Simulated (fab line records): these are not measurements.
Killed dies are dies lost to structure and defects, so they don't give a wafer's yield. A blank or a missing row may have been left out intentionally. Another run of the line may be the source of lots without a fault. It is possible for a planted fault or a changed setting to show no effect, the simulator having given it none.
fab line records	flow n5Finfet
[record] lots = 24	wafers = 72	lastDay = 18
route steps=1938 shown BEOL_M10@1484 BEOL_M11@1556
lots that met no fault: from a run of the same line without faults
startH: the number of hours between the record's first day and the start of the first shown wafer of the lot	waitH: hours since the lot's step before	" as in the row above	L1.1+2: a row that stands for several wafers	- value missing, or start not given	* or withheld: withheld	< > ~ a bound
route shown NAME@n: names a module that has steps shown in the file, with the first one's number in the route	usual: mean and standard deviation over wafers with no fault	same: alike in all rows	chamber/n: place in a boat	sites: the reading at each site	_std_site: standard deviation of those values	_edge_site: mean of outer sites minus mean of inner sites	radiusMm: how far each site lies from the wafer's centre	mask NAME#n: copy n	behind: the last tool/chamber to shape the wafer	hold: why the lot went on hold/how many hours it stayed there/how the hold came to an end	device: the n, p or np transistor that did not switch	end of line: tests run on the same wafers once the route is complete	where a step has no rows: the recipe by itself	killed: the dies lost at the first sort to structure and to defects; this is not the yield of the wafer	map: per-die view of a wafer (x killed, . not killed, _ where there is no die)
set.NAME: the setting that was run; set.NAME@STEP: the one run at that earlier step	model.NAME: the simulator's own value behind a step, which no gauge read
a sample of lots followed through the steps of the route, with each step as a table and each wafer as a row
services: when a tool's chamber went out of use (startH, in hours from the record's first day, below 0 if earlier), for how many hours, and the reason
[[steps]]
[step N5_BEOL_M10_OVL_MEAS_12]
[recipe] pointsPerWafer = 44
[usual] M10_OVL = -0.4/0.92
lot.wafer	tool	chamber	startH	waitH	M10_OVL[nm]
L075.3	overlay-02	0	233.99	0.0	-0.5
L075.4	"	0	"	"	-0.9
L075.6	"	0	"	"	0.5
L074.1	overlay-02	0	234.12	0.0	-0.4
L074.4	"	0	"	"	0.1
L074.5	"	0	"	"	-0.3
L078.1	overlay-02	0	252.85	0.0	-0.1
L078.2	"	0	"	"	1.2
L078.6	"	0	"	"	0.8
L076.2	overlay-01	0	255.95	0.0	-0.4
L076.3	"	0	"	"	-1.3
L076.5	"	0	"	"	-0.3
L079.1	overlay-02	0	259.25	0.0	0.5
L079.2	"	0	"	"	-0.9
L079.5	"	0	"	"	1.0
L081.2	overlay-01	0	262.70	0.0	0.2
L081.5	"	0	"	"	-1.1
L081.6	"	0	"	"	0.2
L077.2	overlay-02	0	265.26	0.0	0.9
L077.3	"	0	"	"	0.4
L077.5	"	0	"	"	0.1
L080.2	overlay-01	0	265.44	0.0	0.4
L080.3	"	0	"	"	1.0
L080.5	"	0	"	"	0.7
L082.1	overlay-02	0	280.64	0.0	-0.5
L082.2	"	0	"	"	0.5
L082.3	"	0	"	"	-0.6
L083.4	overlay-02	0	282.31	0.0	-1.7
L083.5	"	0	"	"	-2.9
L083.6	"	0	"	"	-1.2
L085.4	overlay-02	0	285.62	0.0	-1.0
L085.5	"	0	"	"	0.3
L085.6	"	0	"	"	-0.7
L084.2	overlay-02	0	290.67	0.0	0.0
L084.3	"	0	"	"	0.4
L084.4	"	0	"	"	1.4
L087.2	overlay-01	0	301.51	0.0	0.2
L087.3	"	0	"	"	-0.4
L087.6	"	0	"	"	0.8
L086.2	overlay-01	0	306.04	0.0	-0.3
L086.4	"	0	"	"	0.6
L086.5	"	0	"	"	-0.3
L088.1	overlay-01	0	313.85	0.0	0.0
L088.3	"	0	"	"	1.5
L088.4	"	0	"	"	-0.3
L090.3	overlay-01	0	323.52	0.0	-1.9
L090.4	"	0	"	"	-1.9
L090.6	"	0	"	"	-1.2
L093.1	overlay-01	0	331.54	0.0	-0.8
L093.2	"	0	"	"	-1.0
L093.6	"	0	"	"	-0.9
L092.1	overlay-01	0	334.38	0.0	0.3
L092.4	"	0	"	"	0.1
L092.6	"	0	"	"	-0.5
L089.3	overlay-01	0	334.55	0.0	-0.8
L089.4	"	0	"	"	0.2
L089.5	"	0	"	"	-1.5
L094.2	overlay-01	0	334.71	0.0	-0.1
L094.3	"	0	"	"	-0.6
L094.6	"	0	"	"	0.2
L091.2	overlay-01	0	335.04	0.0	-1.5
L091.4	"	0	"	"	-1.6
L091.5	"	0	"	"	-1.0
L095.1	overlay-02	0	358.12	0.0	-0.9
L095.3	"	0	"	"	-1.2
L095.5	"	0	"	"	0.3
L096.1	overlay-01	0	358.29	0.0	-0.6
L096.2	"	0	"	"	-0.6
L096.5	"	0	"	"	1.4
L097.1	overlay-01	0	367.62	0.0	-1.2
L097.2	"	0	"	"	-0.9
L097.4	"	0	"	"	-1.4
[step N5_BEOL_M10_DESCUM_16]
[recipe] chemistry = O2	timeS = 7.9	sourcePowerW = 50	biasPowerW = 20	pressureMtorr = 20	rfFrequencyHz = 2.712e+07	tempC = 40	resist = CAR-ArF	o2FlowSccm = 225
[usual] drypumpMotorCurrentA = 5.7/0.51	oesProductAu = 0.82/0.076	rfVppV = 242.9/1.4	showerheadPlenumPTorr = 2.09/0.071	throttleValvePct = 20.38/0.15
lot.wafer	tool	chamber	startH	waitH	drypumpMotorCurrentA	oesProductAu	rfHoursCounterH	rfVppV	showerheadPlenumPTorr	throttleValvePct
L075.3	rieDiel-05	0	234.04	0.0	5.4	0.77	127	241.8	2.01	20.31
L075.4	"	3	"	"	5.7	0.89	-	242.3	2.05	20.62
L075.6	"	2	"	"	6.4	0.86	-	244.0	2.21	20.28
L074.1	rieDiel-05	3	234.30	0.1	5.8	0.89	30	243.8	2.05	20.63
L074.4	"	3	"	"	5.7	0.88	-	241.6	2.05	20.60
L074.5	"	2	"	"	6.5	0.86	-	243.7	2.21	20.27
L078.1	rieDiel-02	0	253.18	0.3	5.5	0.75	157	244.0	2.06	20.17
L078.2	"	2	"	"	4.7	0.76	147	244.4	2.19	20.15
L078.6	"	3	"	"	6.5	0.68	-	243.1	2.06	20.60
L076.2	rieDiel-05	3	256.30	0.3	5.7	0.87	37	242.7	2.05	20.63
L076.3	"	2	"	"	6.4	0.85	57	244.8	2.21	20.29
L076.5	"	1	"	"	5.4	0.97	-	241.7	2.09	20.34
L079.1	rieDiel-02	3	259.30	0.0	6.5	0.69	238	240.4	2.06	20.61
L079.2	"	1	"	"	5.3	0.72	200	241.3	2.08	20.38
L079.5	"	3	"	"	6.5	0.68	-	241.2	2.06	20.61
L081.2	rieDiel-05	2	262.76	0.0	6.5	0.84	59	244.3	2.21	20.29
L081.5	"	2	"	"	6.5	0.84	-	246.3	2.21	20.30
L081.6	"	3	"	"	5.7	0.86	-	243.3	2.05	20.64
L077.2	rieDiel-05	0	265.32	0.0	5.5	0.76	137	240.9	2.01	20.31
L077.3	"	3	"	"	5.7	0.86	41	244.3	2.05	20.64
L077.5	"	1	"	"	5.4	0.96	-	242.4	2.09	20.33
L080.2	rieDiel-05	0	265.57	0.1	5.5	0.76	137	242.0	2.01	20.31
L080.3	"	1	"	"	5.4	0.97	9	242.8	2.09	20.34
L080.5	"	3	"	"	5.7	0.85	-	241.9	2.05	20.63
L082.1	rieDiel-05	2	280.70	0.0	6.5	0.84	66	245.0	2.20	20.33
L082.2	"	1	"	"	5.4	0.95	16	242.6	2.08	20.35
L082.3	"	0	"	"	5.5	0.76	143	241.4	2.01	20.31
L083.4	rieDiel-06	2	282.37	0.0	6.4	0.86	69	244.8	2.24	20.47
L083.5	"	1	"	"	5.6	0.91	-	244.4	2.16	20.46
L083.6	"	2	"	"	6.4	0.86	-	247.3	2.24	20.45
L085.4	rieDiel-02	0	285.67	0.0	5.5	0.74	169	243.7	2.06	20.18
L085.5	"	0	"	"	5.5	0.74	-	242.8	2.06	20.18
L085.6	"	3	"	"	6.5	0.68	-	243.0	2.06	20.62
L084.2	rieDiel-05	2	290.73	0.0	6.5	0.83	70	245.5	2.20	20.30
L084.3	"	1	"	"	5.5	0.93	20	242.5	2.08	20.39
L084.4	"	3	"	"	5.7	0.86	50	243.0	2.04	20.65
L087.2	rieDiel-05	1	301.57	0.0	5.4	0.93	24	242.5	2.08	20.36
L087.3	"	0	"	"	5.5	0.76	149	241.2	2.01	20.34
L087.6	"	2	"	"	6.4	0.83	-	245.4	2.20	20.29
L086.2	rieDiel-02	2	306.10	0.0	4.7	0.74	167	243.7	2.18	20.18
L086.4	"	2	"	"	4.7	0.74	-	243.7	2.18	20.18
L086.5	"	1	"	"	5.3	0.71	-	242.9	2.08	20.39
L088.1	rieDiel-06	2	314.23	0.4	6.4	0.85	81	244.8	2.23	20.48
L088.3	"	1	"	"	5.6	0.88	34	244.6	2.15	20.49
L088.4	"	3	"	"	5.6	0.87	46	241.6	2.07	20.21
L090.3	rieDiel-05	1	323.58	0.0	5.5	0.91	33	241.4	2.08	20.38
L090.4	"	3	"	"	5.8	0.84	62	242.6	2.04	20.68
L090.6	"	2	"	"	6.5	0.82	-	246.1	2.20	20.33
L093.1	rieDiel-05	1	331.97	0.4	5.4	0.90	36	242.5	2.08	20.39
L093.2	"	3	"	"	5.7	0.84	65	241.5	2.04	20.67
L093.6	"	1	"	"	5.4	0.90	-	242.4	2.08	20.39
L092.1	rieDiel-06	1	334.44	0.0	5.6	0.87	42	243.7	2.15	20.50
L092.4	"	3	"	"	5.7	0.87	54	241.4	2.07	20.22
L092.6	"	0	"	"	4.8	0.81	-	242.3	2.02	20.34
L089.3	rieDiel-05	1	334.61	0.0	5.5	0.89	37	241.2	2.08	20.39
L089.4	"	2	"	"	6.5	0.81	87	245.9	2.20	20.33
L089.5	"	3	"	"	5.7	0.83	-	242.6	2.04	20.69
L094.2	rieDiel-05	2	334.90	0.2	6.5	0.81	87	244.0	2.20	20.32
L094.3	"	3	"	"	5.7	0.85	66	242.8	2.04	20.69
L094.6	"	3	"	"	5.7	0.85	-	241.5	2.04	20.68
L091.2	rieDiel-02	3	335.10	0.0	6.5	0.98	5	242.9	2.06	20.24
L091.4	"	1	"	"	5.3	0.71	230	243.0	2.07	20.42
L091.5	"	3	"	"	6.4	0.99	-	243.7	2.06	20.25
L095.1	rieDiel-02	2	358.40	0.3	4.7	0.74	188	243.7	2.17	20.22
L095.3	"	3	"	"	6.5	0.97	12	242.0	2.05	20.26
L095.5	"	2	"	"	4.7	0.73	-	246.0	2.17	20.20
L096.1	rieDiel-05	2	358.58	0.3	6.4	0.80	97	243.9	2.19	20.34
L096.2	"	3	"	"	5.7	0.82	75	242.1	2.04	20.69
L096.5	"	0	"	"	5.5	0.75	-	240.9	2.00	20.33
L097.1	rieDiel-06	3	368.41	0.8	5.7	0.85	66	242.3	2.07	20.26
L097.2	"	0	"	"	4.8	0.79	117	241.1	2.02	20.37
L097.4	"	1	"	"	5.5	0.84	55	244.1	2.15	20.53
[step N5_BEOL_M10_OVL_MEAS_29]
[recipe] pointsPerWafer = 44
[usual] V9_OVL = 0.5/0.68
lot.wafer	tool	chamber	startH	waitH	V9_OVL[nm]
L075.3	overlay-01	0	236.40	0.0	0.4
L075.4	"	0	"	"	0.2
L075.6	"	0	"	"	0.4
L074.1	overlay-01	0	236.55	0.0	2.3
L074.4	"	0	"	"	1.9
L074.5	"	0	"	"	0.8
L078.1	overlay-01	0	254.70	0.0	1.7
L078.2	"	0	"	"	0.4
L078.6	"	0	"	"	0.9
L076.2	overlay-01	0	257.52	0.0	0.0
L076.3	"	0	"	"	0.8
L076.5	"	0	"	"	1.4
L079.1	overlay-02	0	260.85	0.0	-0.3
L079.2	"	0	"	"	-0.2
L079.5	"	0	"	"	1.0
L081.2	overlay-02	0	263.76	0.0	0.3
L081.5	"	0	"	"	1.1
L081.6	"	0	"	"	-0.7
L077.2	overlay-01	0	266.31	0.0	0.3
L077.3	"	0	"	"	0.1
L077.5	"	0	"	"	-0.6
L080.2	overlay-02	0	266.44	0.0	0.8
L080.3	"	0	"	"	-0.1
L080.5	"	0	"	"	0.6
L082.1	overlay-01	0	281.64	0.0	2.3
L082.2	"	0	"	"	0.7
L082.3	"	0	"	"	1.2
L083.4	overlay-01	0	285.30	0.0	0.5
L083.5	"	0	"	"	1.2
L083.6	"	0	"	"	0.9
L085.4	overlay-02	0	286.63	0.0	0.8
L085.5	"	0	"	"	-0.8
L085.6	"	0	"	"	1.0
L084.2	overlay-01	0	292.17	0.0	0.0
L084.3	"	0	"	"	0.2
L084.4	"	0	"	"	0.5
L087.2	overlay-01	0	302.45	0.0	1.4
L087.3	"	0	"	"	0.6
L087.6	"	0	"	"	1.3
L086.2	overlay-01	0	307.84	0.0	1.8
L086.4	"	0	"	"	1.5
L086.5	"	0	"	"	1.3
L088.1	overlay-01	0	318.20	0.0	-1.1
L088.3	"	0	"	"	-1.1
L088.4	"	0	"	"	-0.1
L090.3	overlay-01	0	325.81	0.0	0.3
L090.4	"	0	"	"	-0.9
L090.6	"	0	"	"	0.0
L093.1	overlay-01	0	333.19	0.0	-0.2
L093.2	"	0	"	"	0.0
L093.6	"	0	"	"	1.1
L092.1	overlay-01	0	335.37	0.0	-0.7
L092.4	"	0	"	"	-0.2
L092.6	"	0	"	"	-0.4
L089.3	overlay-01	0	335.60	0.0	-0.6
L089.4	"	0	"	"	-0.3
L089.5	"	0	"	"	0.2
L094.2	overlay-01	0	337.64	0.0	0.2
L094.3	"	0	"	"	0.9
L094.6	"	0	"	"	-0.1
L091.2	overlay-01	0	337.80	0.0	0.8
L091.4	"	0	"	"	0.5
L091.5	"	0	"	"	1.1
L095.1	overlay-02	0	361.19	0.0	1.8
L095.3	"	0	"	"	0.4
L095.5	"	0	"	"	0.9
L096.1	overlay-02	0	361.36	0.0	1.1
L096.2	"	0	"	"	-0.2
L096.5	"	0	"	"	0.2
L097.1	overlay-02	0	370.09	0.0	0.0
L097.2	"	0	"	"	0.7
L097.4	"	0	"	"	1.0
[step N5_BEOL_M10_TRENCH_ETCH_37]
[recipe] chemistry = C4F6/O2	targetDepthA = 1488.3	target = SiCOH_lowk	timeS = 48	ionEnergyEv = 250	pressureMtorr = 30	sourceW = 345	biasW = 185	Ar_flow_sccm = 300	C4F6_flow_sccm = 10	O2_flow_sccm = 10
[usual] drypumpMotorCurrentA = 5.7/0.55	oesProductAu = 0.82/0.066	rfVppV = 664/16	showerheadPlenumPTorr = 2.85/0.096	throttleValvePct = 20.78/0.17
lot.wafer	tool	chamber	startH	waitH	drypumpMotorCurrentA	oesProductAu	rfHoursCounterH	rfVppV	showerheadPlenumPTorr	throttleValvePct
L075.3	rieDiel-02	2	-	-	4.7	0.76	141	670	2.95	20.57
L075.4	"	3	"	"	6.5	0.69	230	643	2.80	21.05
L075.6	"	1	"	"	5.3	0.73	-	678	2.86	20.98
L074.1	rieDiel-02	3	-	-	6.5	0.68	231	642	2.80	21.06
L074.4	"	1	"	"	5.3	0.73	193	679	2.86	20.99
L074.5	"	3	"	"	6.5	0.68	-	641	2.80	21.06
L078.1	rieDiel-06	1	-	-	5.5	0.90	11	636	2.92	20.92
L078.2	"	3	"	"	5.7	0.88	26	662	2.78	20.43
L078.6	"	3	"	"	5.7	0.90	-	662	2.78	20.46
L076.2	rieDiel-05	3	-	-	5.7	0.87	38	677	2.76	20.95
L076.3	"	2	"	"	6.5	0.84	57	673	3.01	20.83
L076.5	"	2	"	"	6.5	0.84	-	673	3.01	20.83
L079.1	rieDiel-06	2	-	-	6.4	0.86	61	683	2.99	20.69
L079.2	"	1	"	"	5.6	0.90	14	636	2.92	20.94
L079.5	"	1	"	"	5.6	0.89	-	635	2.92	20.93
L081.2	rieDiel-05	3	-	-	5.7	0.86	40	677	2.76	20.94
L081.5	"	3	"	"	5.7	0.86	-	678	2.76	20.94
L081.6	"	2	"	"	6.5	0.83	-	671	3.01	20.85
L077.2	rieDiel-02	0	-	-	5.5	0.78	162	654	2.84	20.81
L077.3	"	2	"	"	4.7	0.76	151	670	2.95	20.60
L077.5	"	1	"	"	5.3	0.73	-	678	2.85	21.01
L080.2	rieDiel-02	2	-	-	4.7	0.75	152	669	2.95	20.58
L080.3	"	1	"	"	5.3	0.72	203	678	2.85	21.00
L080.5	"	0	"	"	5.5	0.77	-	655	2.84	20.83
L082.1	rieDiel-02	3	-	-	6.5	0.67	245	641	2.79	21.09
L082.2	"	1	"	"	5.3	0.72	208	677	2.85	20.99
L082.3	"	0	"	"	5.5	0.77	168	654	2.83	20.83
L083.4	rieDiel-06	1	-	-	5.6	0.89	24	636	2.92	20.94
L083.5	"	2	"	"	6.4	0.85	-	683	2.99	20.71
L083.6	"	3	"	"	5.7	0.89	-	662	2.77	20.44
L085.4	rieDiel-06	3	-	-	5.7	0.87	38	661	2.77	20.46
L085.5	"	3	"	"	5.7	0.88	-	661	2.77	20.47
L085.6	"	2	"	"	6.4	0.85	-	683	2.98	20.72
L084.2	rieDiel-06	3	-	-	5.7	0.88	39	660	2.77	20.47
L084.3	"	2	"	"	6.4	0.85	73	683	2.98	20.74
L084.4	"	0	"	"	4.9	0.82	91	679	2.73	20.63
L087.2	rieDiel-06	3	-	-	5.7	0.88	43	662	2.77	20.47
L087.3	"	2	"	"	6.4	0.85	76	682	2.98	20.73
L087.6	"	1	"	"	5.5	0.87	-	635	2.91	20.95
L086.2	rieDiel-05	1	-	-	5.4	0.91	27	640	2.80	20.70
L086.4	"	0	"	"	5.4	0.75	151	663	2.72	20.76
L086.5	"	0	"	"	5.5	0.74	-	664	2.72	20.77
L088.1	rieDiel-05	1	-	-	5.4	0.91	31	639	2.80	20.70
L088.3	"	3	"	"	5.7	0.84	60	678	2.75	20.96
L088.4	"	2	"	"	6.5	0.80	81	673	3.00	20.88
L090.3	rieDiel-06	0	-	-	4.8	0.81	102	680	2.72	20.65
L090.4	"	3	"	"	5.7	0.85	51	660	2.77	20.45
L090.6	"	0	"	"	4.9	0.80	-	680	2.72	20.64
L093.1	rieDiel-06	2	-	-	6.4	0.83	87	684	2.98	20.73
L093.2	"	3	"	"	5.7	0.85	54	662	2.77	20.49
L093.6	"	1	"	"	5.5	0.85	-	635	2.91	20.98
L092.1	rieDiel-05	1	-	-	5.4	0.88	37	639	2.80	20.72
L092.4	"	2	"	"	6.5	0.79	87	672	2.99	20.88
L092.6	"	1	"	"	5.5	0.88	-	639	2.80	20.72
L089.3	rieDiel-02	2	-	-	4.7	0.73	181	668	2.94	20.63
L089.4	"	1	"	"	5.3	0.70	231	678	2.84	21.03
L089.5	"	3	"	"	6.5	0.98	-	665	2.79	20.70
L094.2	rieDiel-06	2	-	-	6.4	0.83	88	684	2.98	20.73
L094.3	"	0	"	"	4.8	0.81	106	681	2.72	20.64
L094.6	"	3	"	"	5.7	0.86	-	661	2.77	20.48
L091.2	rieDiel-05	0	-	-	5.5	0.74	161	663	2.72	20.79
L091.4	"	3	"	"	5.7	0.84	67	677	2.75	20.98
L091.5	"	3	"	"	5.7	0.84	-	678	2.75	20.99
L095.1	rieDiel-02	3	-	-	6.5	0.95	14	664	2.79	20.72
L095.3	"	2	"	"	4.7	0.73	189	668	2.93	20.64
L095.5	"	2	"	"	4.7	0.73	-	670	2.93	20.65
L096.1	rieDiel-06	0	-	-	4.9	0.79	114	680	2.72	20.66
L096.2	"	1	"	"	5.6	0.84	53	635	2.90	20.99
L096.5	"	0	"	"	4.9	0.79	-	680	2.72	20.66
L097.1	rieDiel-05	1	-	-	5.4	0.87	50	640	2.79	20.74
L097.2	"	3	"	"	5.7	0.82	79	677	2.74	21.01
L097.4	"	0	"	"	5.5	0.75	169	662	2.72	20.81
[step N5_BEOL_M10_ANNEAL_51]
[recipe] tempC = 225	timeS = 90	ambient = N2
[usual] wafer_temp_C_max = 226.3/0.3
lot.wafer	tool	chamber	startH	waitH	wafer_temp_C_max
L075.3	rtpAnneal-02	0	239.83	1.0	226.6
L075.4	"	0	"	"	226.3
L075.6	"	0	"	"	226.2
L074.1	rtpAnneal-01	0	241.11	0.1	226.8
L074.4	"	0	"	"	226.2
L074.5	"	0	"	"	226.4
L078.1	rtpAnneal-01	0	258.44	0.1	226.3
L078.2	"	0	"	"	226.4
L078.6	"	0	"	"	226.5
L076.2	rtpAnneal-02	0	261.87	0.4	225.8
L076.3	"	0	"	"	226.2
L076.5	"	0	"	"	226.0
L079.1	rtpAnneal-01	0	262.88	0.1	226.9
L079.2	"	0	"	"	226.4
L079.5	"	0	"	"	226.1
L081.2	rtpAnneal-01	0	266.87	0.2	226.0
L081.5	"	0	"	"	226.3
L081.6	"	0	"	"	226.5
L077.2	rtpAnneal-01	0	268.37	0.1	226.5
L077.3	"	0	"	"	226.3
L077.5	"	0	"	"	226.3
L080.2	rtpAnneal-02	0	270.37	0.4	226.0
L080.3	"	0	"	"	225.9
L080.5	"	0	"	"	226.3
L082.1	rtpAnneal-02	0	286.52	0.2	227.0
L082.2	"	0	"	"	226.1
L082.3	"	0	"	"	226.4
L083.4	rtpAnneal-01	0	288.12	0.6	226.7
L083.5	"	0	"	"	226.5
L083.6	"	0	"	"	226.1
L085.4	rtpAnneal-01	0	289.97	0.2	226.3
L085.5	"	0	"	"	226.0
L085.6	"	0	"	"	226.2
L084.2	rtpAnneal-02	0	294.86	0.2	226.0
L084.3	"	0	"	"	226.5
L084.4	"	0	"	"	225.9
L087.2	rtpAnneal-02	0	306.14	0.1	225.9
L087.3	"	0	"	"	225.9
L087.6	"	0	"	"	226.2
L086.2	rtpAnneal-01	0	310.39	0.1	226.3
L086.4	"	0	"	"	226.2
L086.5	"	0	"	"	226.4
L088.1	rtpAnneal-01	0	321.54	1.2	226.6
L088.3	"	0	"	"	226.1
L088.4	"	0	"	"	226.1
L090.3	rtpAnneal-02	0	328.20	0.2	225.9
L090.4	"	0	"	"	226.5
L090.6	"	0	"	"	225.8
L093.1	rtpAnneal-02	0	335.57	0.1	226.5
L093.2	"	0	"	"	226.2
L093.6	"	0	"	"	225.9
L092.1	rtpAnneal-02	0	338.70	0.1	226.4
L092.4	"	0	"	"	225.6
L092.6	"	0	"	"	225.6
L089.3	rtpAnneal-01	0	339.28	0.3	225.9
L089.4	"	0	"	"	226.1
L089.5	"	0	"	"	226.9
L094.2	rtpAnneal-02	0	339.66	0.1	226.3
L094.3	"	0	"	"	226.1
L094.6	"	0	"	"	226.3
L091.2	rtpAnneal-01	0	340.41	0.3	226.9
L091.4	"	0	"	"	226.8
L091.5	"	0	"	"	226.4
L095.1	rtpAnneal-02	0	363.38	0.1	225.9
L095.3	"	0	"	"	225.9
L095.5	"	0	"	"	226.3
L096.1	rtpAnneal-01	0	364.86	1.0	226.8
L096.2	"	0	"	"	225.9
L096.5	"	0	"	"	226.1
L097.1	rtpAnneal-01	0	373.95	0.1	227.4
L097.2	"	0	"	"	226.3
L097.4	"	0	"	"	226.2
[step N5_BEOL_M11_STRIP_67]
[recipe] chemistry = CF4	resist = SiARC	powerW = 300	biasPowerW = 75	pressureMtorr = 50	cf4FlowSccm = 150	rfFrequencyHz = 6e+07
[usual] cf4FlowSccm = 150.0/0.44	drypumpMotorCurrentA = 5.7/0.3	oesProductAu = 0.77/0.07	rfVppV = 271.2/1.6	showerheadPlenumPTorr = 1.80/0.058	throttleValvePct = 13.65/0.21
lot.wafer	tool	chamber	startH	waitH	cf4FlowSccm	drypumpMotorCurrentA	oesProductAu	rfHoursCounterH	rfVppV	showerheadPlenumPTorr	throttleValvePct
L075.3	rieDiel-01	3	244.11	0.0	150.2	5.7	0.76	157	269.4	1.73	13.79
L075.4	"	1	"	"	150.0	5.9	0.71	211	269.9	1.71	13.81
L075.6	"	3	"	"	150.1	5.7	0.75	-	270.3	1.73	13.78
L074.1	rieDiel-03	3	244.41	0.0	149.6	5.9	0.69	234	270.4	1.79	13.93
L074.4	"	2	"	"	150.9	5.6	0.74	166	271.9	1.84	13.89
L074.5	"	3	"	"	150.0	5.9	0.69	-	271.6	1.79	13.91
L078.1	rieDiel-01	3	262.54	0.0	150.1	5.7	0.75	163	270.3	1.72	13.81
L078.2	"	1	"	"	149.6	5.9	0.71	217	269.7	1.71	13.83
L078.6	"	3	"	"	150.4	5.7	0.75	-	270.0	1.72	13.79
L076.2	rieDiel-04	0	265.45	0.0	150.5	5.7	0.77	130	272.0	1.81	13.69
L076.3	"	1	"	"	150.1	5.7	0.84	87	270.6	1.74	13.35
L076.5	"	3	"	"	149.7	5.0	0.76	-	270.4	1.81	13.41
L079.1	rieDiel-03	0	267.81	0.0	150.1	5.7	0.84	71	272.4	1.88	13.71
L079.2	"	1	"	"	150.1	5.3	0.79	131	272.4	1.78	13.41
L079.5	"	3	"	"	150.7	5.9	0.69	-	270.7	1.79	13.93
L081.2	rieDiel-03	0	270.67	0.0	149.2	5.7	0.84	72	272.0	1.88	13.72
L081.5	"	3	"	"	150.1	5.9	0.69	-	270.8	1.78	13.93
L081.6	"	0	"	"	150.0	5.8	0.83	-	271.6	1.88	13.71
L077.2	rieDiel-01	0	270.96	0.0	149.8	5.8	0.82	79	269.2	1.83	13.42
L077.3	"	3	"	"	150.2	5.7	0.75	167	270.8	1.72	13.82
L077.5	"	2	"	"	149.4	6.3	0.71	-	273.3	1.85	13.69
L080.2	rieDiel-04	0	273.69	0.0	150.9	5.7	0.77	132	271.4	1.81	13.70
L080.3	"	1	"	"	150.2	5.7	0.84	89	269.8	1.74	13.37
L080.5	"	3	"	"	149.4	5.0	0.76	-	271.4	1.80	13.40
L082.1	rieDiel-04	3	291.05	0.0	148.7	5.0	0.76	154	270.7	1.80	13.43
L082.2	"	1	"	"	150.1	5.7	0.84	94	270.9	1.74	13.37
L082.3	"	2	"	"	150.7	6.0	0.68	247	268.9	1.71	13.88
L083.4	rieDiel-03	3	291.38	0.0	149.6	5.9	0.69	250	269.9	1.78	13.94
L083.5	"	0	"	"	150.3	5.7	0.82	-	273.4	1.88	13.71
L083.6	"	1	"	"	149.9	5.3	0.77	-	271.1	1.78	13.40
L085.4	rieDiel-03	0	293.22	0.0	149.7	5.7	0.83	-	273.5	1.88	13.72
L085.5	"	2	"	"	150.4	5.6	0.74	-	274.8	1.84	13.91
L085.6	"	1	"	"	150.1	5.3	0.78	-	272.4	1.78	13.42
L084.2	rieDiel-04	1	298.43	0.0	149.4	5.7	0.83	98	270.3	1.73	13.38
L084.3	"	3	"	"	149.9	5.0	0.76	157	270.4	1.80	13.43
L084.4	"	0	"	"	150.9	5.7	0.76	138	271.6	1.81	13.71
L087.2	rieDiel-03	2	309.68	0.0	149.9	5.6	0.73	188	273.2	1.84	13.90
L087.3	"	0	"	"	150.5	5.8	0.82	85	271.5	1.88	13.74
L087.6	"	1	"	"	149.6	5.4	0.77	-	270.0	1.78	13.43
L086.2	rieDiel-01	3	314.39	0.0	149.4	5.7	0.74	180	269.0	1.72	13.85
L086.4	"	0	"	"	149.7	5.8	0.81	93	270.4	1.83	13.46
L086.5	"	1	"	"	150.0	5.9	0.70	-	270.6	1.71	13.87
L088.1	rieDiel-03	1	324.33	0.0	150.1	5.4	0.77	152	271.2	1.78	13.42
L088.3	"	2	"	"	150.2	5.6	0.73	194	272.9	1.84	13.93
L088.4	"	0	"	"	149.7	5.7	0.81	91	272.8	1.88	13.75
L090.3	rieDiel-03	3	331.45	0.0	149.9	5.9	0.96	3	270.8	1.78	13.36
L090.4	"	2	"	"	149.8	5.6	0.72	197	271.1	1.84	13.94
L090.6	"	1	"	"	149.6	5.4	0.76	-	271.4	1.78	13.45
L093.1	rieDiel-03	1	339.05	0.0	149.9	5.3	0.77	156	272.0	1.77	13.45
L093.2	"	2	"	"	149.1	5.7	0.72	199	271.5	1.83	13.95
L093.6	"	0	"	"	149.8	5.7	0.81	-	272.7	1.88	13.76
L092.1	rieDiel-04	1	345.12	0.0	150.4	5.7	0.81	115	269.1	1.73	13.41
L092.4	"	3	"	"	150.3	5.0	0.75	-	270.4	1.80	13.46
L092.6	"	1	"	"	150.3	5.7	0.81	-	270.2	1.73	13.44
L089.3	rieDiel-01	3	345.40	0.0	150.3	5.7	0.73	188	269.7	1.72	13.86
L089.4	"	2	"	"	149.9	6.4	0.70	223	271.5	1.84	13.72
L089.5	"	2	"	"	149.5	6.4	0.69	-	272.5	1.84	13.72
L094.2	rieDiel-03	3	345.66	0.0	150.4	5.9	0.94	7	270.7	1.78	13.39
L094.3	"	0	"	"	150.8	5.7	0.81	98	272.6	1.88	13.79
L094.6	"	3	"	"	149.9	5.9	0.94	-	271.3	1.78	13.38
L091.2	rieDiel-01	0	345.92	0.0	150.4	5.8	0.80	102	270.2	1.82	13.47
L091.4	"	2	"	"	150.9	6.4	0.70	223	272.4	1.84	13.73
L091.5	"	2	"	"	150.0	6.3	0.70	-	274.0	1.84	13.72
L095.1	rieDiel-04	0	367.58	0.0	150.7	5.7	0.75	160	270.2	1.80	13.78
L095.3	"	1	"	"	150.1	5.7	0.80	123	271.0	1.73	13.44
L095.5	"	0	"	"	150.4	5.7	0.75	-	271.5	1.80	13.78
L096.1	rieDiel-01	3	368.41	0.0	150.1	5.7	0.73	194	269.7	1.72	13.87
L096.2	"	2	"	"	149.8	6.3	0.69	229	272.7	1.84	13.75
L096.5	"	1	"	"	150.0	5.9	0.69	-	268.2	1.70	13.89
L097.1	rieDiel-03	3	378.52	0.0	150.6	5.9	0.91	19	271.5	1.78	13.41
L097.2	"	2	"	"	149.9	5.6	0.71	209	270.9	1.83	13.97
L097.4	"	0	"	"	150.2	5.7	0.79	110	272.7	1.87	13.81
[[services]]
tool	chamber	startH	hours	kind
rtpAnneal-01	-	214.33	2.1	pm
rieDiel-05	1	216.85	-	clean
rieDiel-05	1	216.85	-	consumableReplace:focusRing
rieDiel-01	-	229.78	2.5	repair
rieDiel-05	0	231.06	1.6	repair
rieDiel-06	-	236.71	0.9	repair
rieDiel-06	0	252.51	12.0	repair
rieDiel-03	-	262.64	0.5	repair
rieDiel-02	3	262.99	5.7	repair
rieDiel-02	-	271.93	0.3	repair
rieDiel-04	0	289.58	7.4	repair
rieDiel-05	0	291.72	5.4	repair
rieDiel-02	3	294.43	-	clean
rieDiel-02	3	294.43	-	consumableReplace:esc
rieDiel-02	3	294.43	-	consumableReplace:focusRing
rieDiel-06	0	295.00	3.9	repair
rieDiel-04	2	306.17	5.3	repair
rieDiel-06	2	319.55	5.6	repair
rieDiel-05	0	340.89	8.1	repair
rieDiel-03	2	342.53	6.8	repair
rieDiel-04	0	344.79	4.5	repair
rieDiel-01	3	352.67	2.8	repair
rieDiel-02	1	357.55	4.5	repair
rieDiel-02	-	376.33	2.8	pm
[[key]]
fault none
